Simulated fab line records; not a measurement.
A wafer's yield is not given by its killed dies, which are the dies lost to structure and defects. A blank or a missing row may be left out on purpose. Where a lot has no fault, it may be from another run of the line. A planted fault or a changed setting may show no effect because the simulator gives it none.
Which tool was responsible? + flow nand harc + 12 lots (36 wafers sampled), 1 step of a 1159-step route

== WHAT THE GAUGES READ, wafer by wafer ==
NHARC_P_M1_CD_MEAS_09 targets a cd of 130 nm.
| lot  | measured     | on        | cd nm (nm)        |
|------|--------------|-----------|-------------------|
| L074 | day 6 09:13  | cd sem-01 | 129.8 129.5 129.6 |
| L076 | day 6 17:28  | cd sem-03 | 130.1 129.8 130.2 |
| L079 | day 6 23:36  | cd sem-03 | 130.0 130.5 130.0 |
| L081 | day 7 21:58  | cd sem-01 | 131.2 131.4 130.1 |
| L083 | day 8 06:43  | cd sem-02 | 129.9 130.3 131.0 |
| L086 | day 9 02:52  | cd sem-03 | 130.4 130.8 129.0 |
| L089 | day 9 05:44  | cd sem-02 | 129.9 131.4 130.6 |
| L088 | day 9 14:13  | cd sem-03 | 130.0 129.6 130.2 |
| L091 | day 10 06:27 | cd sem-01 | 130.7 130.9 130.1 |
| L093 | day 10 17:00 | cd sem-01 | 130.3 131.0 130.7 |
| L095 | day 11 03:59 | cd sem-01 | 129.9 130.4 130.6 |
| L097 | day 11 17:20 | cd sem-03 | 128.3 128.9 129.7 |

== TOOL THAT RAN EACH LOT (tool first, then ch and the chambers of the sampled wafers, then the start) ==
No process step before these readings appears in the record.

== THE ANSWER, worked out from the rows above alone ==
Rule: what is usual is taken from the lots themselves. The widest of any qualifying gaps counts: lots, ordered by their means at a reading, are off when they make up no more than a third of the lots, leave a main group of 4 or more, and stand apart from it by 3 or more times the standard deviation of that group's means. The tables above print the reading to a certain number of digits; a main group whose means all agree to those digits is not used. A lot without any number at a reading at which 4 lots or more have one is off too. The other lots that the step has rows for count as sound.
No lot is off at any reading shown: from this, nothing can be told.

== WHAT THE SIMULATOR HAD PUT IN ==
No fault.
